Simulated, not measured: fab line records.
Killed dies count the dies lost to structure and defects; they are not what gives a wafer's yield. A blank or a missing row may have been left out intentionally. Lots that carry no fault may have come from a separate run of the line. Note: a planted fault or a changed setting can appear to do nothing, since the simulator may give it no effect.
Comparing a struck lot with a sound one ; flow n5_finfet ; 38 out of 1938 route steps
Sound: wafers L311.1, L311.5, L311.6. Struck: wafer L315.4 (L315.3, L315.6, from the same lot, were not struck and are left out); the cause is given at the end.
At each step with rows: each side's tool, then ch and its chambers, then its first start. Under that, the readings that differ: sound wafers ; struck wafers ; difference of the means ; sigmas: that difference in standard deviations of wafers without a fault.
alike: readings with means less than 2 such deviations apart, plus words and numbers identical on both sides. not compared: withheld readings, readings lacking a value on some wafer, bounds such as >300 that could conceal the same value, and numbers that have no deviation in the record and whose values overlap.
A row with sigmas, a row that says differs or no value, or rows on one side alone: a step with any of these is where the two part. Numbers that have no deviation but don't overlap get no sigmas and don't part them. A reading missing from all wafers of one side parts the sides only when that side holds two or more wafers.

first, 11 steps without rows for these wafers: N5_BEOL_M0_SAQP_DESCUM_19 (chemistry O2, time 7.9 s); N5_BEOL_M0_SAQP_ETCH_83 (etches SiARC in CF4, target depth 39 nm, time 65 s); N5_BEOL_M0_SAQP_ETCH_84 (etches SOC in N2/H2, target depth 100 nm, overetch 20 nm, time 150 s); N5_BEOL_M0_SAQP_STRIP_80 (strips in N2/H2); N5_BEOL_M0_SAQP_HM_OPEN_112 (chemistry CHF3/O2, target SiO2, stops on a-Si, target depth 12 nm, time 13.5 s); N5_BEOL_M0_SAQP_STRIP_113 (strips in CHF3/O2); N5_BEOL_M0_SAQP_MANDREL_ETCH_20 (etches a-Si in HBr/Cl2, stops on SiNx, target depth 60 nm, bt time 10 s, time 30 s); N5_BEOL_M0_SAQP_STRIP_86 (strips in N2/H2); N5_BEOL_M0_SAQP_STRIP_115 (strips in post etch residue remover, time 60 s); N5_BEOL_M0_SAQP_SRD_93 (time 30 s); N5_BEOL_M0_SAQP_RECESS_114 (chemistry HF/NH3, target SiO2, target depth 14.4 nm, afs cycles 3, sublimation time 60 s).
N5_BEOL_M0_SAQP_SPACER1_ALD_98: deposits SiO2, target thk 12.8 nm, pulse time 1 s, purge time 2 s.
  sound on ald_sin-01 ch 0,1,3, day 7 00:02; struck on ald_sin-01 ch 1, day 7 18:15
reading;sound;struck;difference;sigmas
susceptor_temp_C (C);299.85 300.03 300.15;282.45;-17.56;-92
model.SiO2_of_BEOL_M0_SAQP_SPACER1_ALD_98.thk_nm (nm);12.8 12.8 12.8;13.6;+0.8;
  alike: heater_power_w, precursor_pulse_height_rel
  not compared: since_wet_clean_h
then, 1 step without rows for these wafers: N5_BEOL_M0_SAQP_SPACER1_ETCHBACK_99 (etches SiO2 in CHF3/O2, target depth 15.4 nm, time 7.7 s).
N5_BEOL_M0_SAQP_MANDREL1_REMOVE_100: chemistry HBr/Cl2/O2, target a-Si, stops on SiNx, bt time 10 s.
  sound on rie_si-04 ch 1,2,3, day 7 00:35; struck on rie_si-03 ch 0, day 7 18:49
reading;sound;struck;difference;sigmas
throttle_valve_pct (%);36.9 36.7 37.1;36.0;-0.9;-2
model.SiO2_of_BEOL_M0_SAQP_SPACER1_ALD_98.thk_nm (nm);7.4 7.4 7.4;8.2;+0.8;
model.BEOL_M0_SAQP.cd_nm (nm);12.8 12.8 12.8;13.8;+1.0;
  alike: chamber_pressure_mTorr, drypump_motor_current_A, oes_product_au
  not compared: rf_hours_counter_h
then, 22 steps without rows for these wafers: N5_BEOL_M0_SAQP_ETCH_101 (etches SiNx in CH3F/O2, target depth 29.9 nm, time 42.7 s); N5_BEOL_M0_SAQP_ETCH_102 (etches SiO2 in CF4, target depth 4 nm, time 4.4 s); N5_BEOL_M0_SAQP_MANDREL_ETCH_103 (etches a-Si in HBr/Cl2, stops on SiCN, target depth 45 nm, bt time 10 s, time 27 s); N5_BEOL_M0_SAQP_RECESS_104 (chemistry HF/NH3, target SiO2, target depth 18 nm, afs cycles 3, sublimation time 60 s); N5_BEOL_M0_SAQP_COAT_105 (time 60 s, resist thk 100 nm); N5_BEOL_M0_SAQP_ETCH_106 (etches SOC in N2/H2, stops on SiNx, target depth 150 nm); N5_BEOL_M0_SAQP_ETCH_107 (etches SiNx in CH3F/O2, target depth 30 nm); N5_BEOL_M0_SAQP_STRIP_108 (strips in N2/H2); N5_BEOL_M0_SAQP_RECESS_109 (chemistry HF/NH3, target SiO2, target depth 3 nm, afs cycles 1, sublimation time 60 s); N5_BEOL_M0_SAQP_SPACER2_ALD_26 (deposits SiO2, target thk 15 nm, pulse time 1 s, purge time 2 s); N5_BEOL_M0_SAQP_SPACER2_ETCHBACK_27 (etches SiO2 in CHF3/O2, target depth 22.5 nm, time 11.25 s); N5_BEOL_M0_SAQP_MANDREL2_REMOVE_110 (chemistry HBr/Cl2/O2, target a-Si, stops on SiCN, bt time 10 s); N5_BEOL_M0_SAQP_COAT_69 (time 60 s, resist thk 90 nm); N5_BEOL_M0_SAQP_COAT_72 (time 60 s, resist thk 15 nm); N5_BEOL_M0_SAQP_COAT_87 (time 60 s, resist thk 5 nm); N5_BEOL_M0_SAQP_COAT_34 (resist thk 30 nm); N5_BEOL_M0_SAQP_EBR_36; N5_BEOL_M0_SAQP_SOFTBAKE_35 (time 60 s); N5_BEOL_M0_SAQP_EXPOSE_37 (exposes mask M0 CUT1, target cd 30 nm); N5_BEOL_M0_SAQP_PEB_38 (peb time 60 s); N5_BEOL_M0_SAQP_DEVELOP_39 (develop time 30 s); N5_BEOL_M0_SAQP_DESCUM_45 (chemistry O2, time 7 s).
N5_BEOL_M4_RC_MEAS_101:
  sound on prober-02 ch 0, day 9 01:46; struck on prober-02 ch 0, day 9 18:05
  alike: DIBL_N, DIBL_P, IOFF_N, IOFF_P, ION_N, ION_P, SS_N, SS_P, VT_N, VT_P
-- a jump in the record: the struck wafers' starts before and after are 5 days apart (it breaks off in module BEOL_M4 and resumes in module PASSIVATION, where the first step shown is number 1936 of the route) --
N5_PASSIVATION_PROBE_49:
  sound: prober-02 at day 13 18:31; struck: prober-01 at day 14 15:10
reading;sound;struck;difference;sigmas
defect_limited_yield (%);91.1 89.7 90.9;84.3;-6.3;-4
killed_at_M0_to_M3;24 43 35;101;+67;+6
killed_at_M4_up;11 5 9;21;+13;+3
killed_at_contacts;41 28 20;9;-21;-3
killed_dies;105 122 107;185;+74;+4
killed_on_rim;11 18 11;23;+10;+3
sort_bin_5_function (%);5.0 5.8 6.0;11.9;+6.3;+6
sort_n_pass;1075 1058 1073;995;-74;-4
sort_yield_pct (%);91.1 89.7 90.9;84.3;-6.3;-4
  alike: killed_at_front_end, killed_at_other, killed_open, killed_short, sort_bin_6_memory, sort_bin_8_speed

## WHERE THEY PART
At N5_BEOL_M0_SAQP_SPACER1_ALD_98 first; at N5_PASSIVATION_PROBE_49 last (within this record only).

WHY: whatever the simulator had introduced
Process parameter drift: ald_sin-01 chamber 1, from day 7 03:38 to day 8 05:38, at N5_BEOL_M0_SAQP_SPACER1_ALD_98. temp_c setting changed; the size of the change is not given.
